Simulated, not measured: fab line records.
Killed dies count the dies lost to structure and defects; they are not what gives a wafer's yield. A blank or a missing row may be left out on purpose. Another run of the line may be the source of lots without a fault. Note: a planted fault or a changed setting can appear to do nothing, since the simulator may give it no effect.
Problem report, 8D (eight disciplines) form, completed by code | flow n5 finfet | the parts of the form that need people (team, actions taken, sign-off) are left out

1. WHAT WENT WRONG
Wafers without a fault read 399.98 C, standard deviation 0.2; susceptor temp C at N5_BEOL_M5_PECVD_70 reads a mean of 392.49 C on 6 wafers belonging to 2 lots. That puts it -37 standard deviations away from the usual mean.
The step: deposits SiO2 from TEOS/O2, target thk 16 nm, time 18 s.
The first sign was on wafer L783.2 at day 12 21:20, on pecvd-04. The record has a number at this step for 12 wafers belonging to 4 lots. The rule behind "out" and "out of limits": a value lying over 4 standard deviations away from the usual mean. Any other wafer with a number is counted as sound.

2. WHAT IT IS AND WHAT IT IS NOT
question                    | is                     | is not
which readings at this step | susceptor temp C       | throttle valve pct
which lots                  | L783, L786             | L768, L790
which wafers of those lots  | all that have a number | -
read on which tools         | pecvd-04               | pecvd-03
when                        | from day 12 21:20      | up to then (3 sound wafers); but 3 sound wafers of L790 came after

3. WHAT RULES OUT EACH SUSPECT
Counting: a tool stays on the suspect list if, at a process step up to the reading, it processed all lots that are out and no sound lot following the first of them.
- pecvd-04 at N5_BEOL_M5_PECVD_70 (deposits SiO2 from TEOS/O2, target thk 16 nm, time 18 s): kept. Every lot that is out went through it, starting with L783 (day 12 21:20), and after that it ran no sound lot; the last sound lot it ran before then is L768 (day 9 12:37). Its own susceptor temp C readings are out on those wafers.
Remaining after the count: pecvd-04 at N5_BEOL_M5_PECVD_70.

4. THE CAUSE (what the simulator had put in)
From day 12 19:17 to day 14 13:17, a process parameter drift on pecvd-04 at N5_BEOL_M5_PECVD_70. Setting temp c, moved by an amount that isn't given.
After counting, this tool was the only one left.

5. SEQUENCE OF EFFECTS, ordered by route
Each row: a reading where the mean over the struck wafers with a number is more than 3 standard deviations away from the usual. Scope: only readings with a usual standard deviation given in the record; hours: median across lots of the time from each lot's start at the first step in this table that gives one to its start at this step; sigmas: change in usual standard deviations.
hours | step                | reading          | usual    | on struck wafers | change | sigmas
0     | N5_BEOL_M5_PECVD_70 | susceptor temp C | 399.98 C | 392.49           | -7.50  | -37
Its process steps:
- N5_BEOL_M5_PECVD_70: deposits SiO2 from TEOS/O2, target thk 16 nm, time 18 s.

6. WHAT WOULD HAVE CAUGHT IT SOONER
2 hours passed between the start of the fault at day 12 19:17 and the first reading out of limits in this record, taken at day 12 21:20.
